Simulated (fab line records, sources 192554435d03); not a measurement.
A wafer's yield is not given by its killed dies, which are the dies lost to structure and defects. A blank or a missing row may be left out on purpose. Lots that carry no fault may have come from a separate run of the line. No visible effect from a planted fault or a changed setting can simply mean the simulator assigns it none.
Which tool did it? | flow n5Finfet | Sampling: 11 lots, 33 wafers, 4 of 1938 route steps

== WHAT THE GAUGES SHOWED, per wafer ==
N5_BEOL_M1_RS_MEAS_58: the measuring method here is four-point-probe.
lot  | measured     | on           | M1_RS (ohm/sq)
L075 | day 6 16:48  | filmMetro-01 | 0.70 0.63 0.65
L077 | day 7 06:54  | filmMetro-02 | 0.66 0.62 0.63
L079 | day 7 23:20  | filmMetro-01 | 0.66 0.67 0.65
L081 | day 8 03:29  | filmMetro-01 | 0.66 0.63 0.66
L083 | day 8 18:05  | filmMetro-02 | 0.71 0.63 0.68
L086 | day 9 10:08  | filmMetro-01 | 0.66 0.65 0.63
L087 | day 9 21:38  | filmMetro-01 | 0.68 0.67 0.68
L089 | day 10 06:01 | filmMetro-01 | 0.72 0.68 0.70
L092 | day 11 00:26 | filmMetro-02 | 0.67 0.71 0.69
L094 | day 11 10:45 | filmMetro-01 | 0.69 0.69 0.70
L096 | day 12 00:08 | filmMetro-02 | 0.74 0.63 0.68

== EACH LOT AND THE TOOL THAT RAN IT (in order: tool; ch and the chambers of the sampled wafers; start) ==
lot  | N5_BEOL_M1_ANNEAL_51            | N5_BEOL_M1_CMP_52             | N5_BEOL_M1_CO_CAP_55
L075 | rtpAnneal-01 ch 0, day 6 15:59  | cmp-03 ch 0,1,2, day 6 16:11  | cvdCo-02 ch 0,2, day 6 16:37
L077 | rtpAnneal-02 ch 0, day 7 06:04  | cmp-03 ch 0,1,2, day 7 06:27  | cvdCo-01 ch 1,2, day 7 06:43
L079 | rtpAnneal-01 ch 0, day 7 22:29  | cmp-04 ch 1,2, day 7 22:49    | cvdCo-02 ch 0,1, day 7 23:08
L081 | rtpAnneal-01 ch 0, day 8 02:40  | cmp-03 ch 0,1,2, day 8 03:01  | cvdCo-02 ch 0,1,2, day 8 03:19
L083 | rtpAnneal-02 ch 0, day 8 17:11  | cmp-04 ch 0,1,3, day 8 17:35  | cvdCo-02 ch 1,2, day 8 17:53
L086 | rtpAnneal-02 ch 0, day 9 09:19  | cmp-04 ch 0,2, day 9 09:37    | cvdCo-01 ch 1,2, day 9 09:57
L087 | rtpAnneal-02 ch 0, day 9 20:53  | cmp-03 ch 1,3, day 9 21:07    | cvdCo-02 ch 1,2, day 9 21:28
L089 | rtpAnneal-02 ch 0, day 10 05:09 | cmp-04 ch 2,3, day 10 05:30   | cvdCo-02 ch 0,1,2, day 10 05:50
L092 | rtpAnneal-01 ch 0, day 10 23:34 | cmp-02 ch 1,2,3, day 10 23:55 | cvdCo-02 ch 0,1,2, day 11 00:14
L094 | rtpAnneal-01 ch 0, day 11 09:53 | cmp-04 ch 0,1,3, day 11 10:13 | cvdCo-01 ch 0,1,2, day 11 10:34
L096 | rtpAnneal-01 ch 0, day 11 23:20 | cmp-04 ch 1,2, day 11 23:35   | cvdCo-02 ch 0,1, day 11 23:58
- N5_BEOL_M1_ANNEAL_51: time 90 s.
- N5_BEOL_M1_CMP_52: polishes, stops on SiOC, t overpolish 6.8 s, target thk 40 nm.
- N5_BEOL_M1_CO_CAP_55: material Co, precursor CCTBA/H2, target thk 2 nm, time 102.1 s.

== THE ANSWER, worked out from the rows above alone ==
Rule: the lots themselves supply what counts as usual. Put in order of their means at a reading, lots are off if they are a third of the lots or fewer, leave a main group of 4 or more, and stand apart from it by a gap of 3 or more times the standard deviation of the main group's means; of several such gaps the widest counts. A main group is skipped when, at the precision printed for the reading in the tables above, its means are all equal. Also off: a lot with no number at a reading for which 4 or more lots have one. All remaining lots with rows at the step are treated as sound.
No lot is off at any reading shown: from this, nothing can be told.

== WHAT THE SIMULATOR PUT IN ==
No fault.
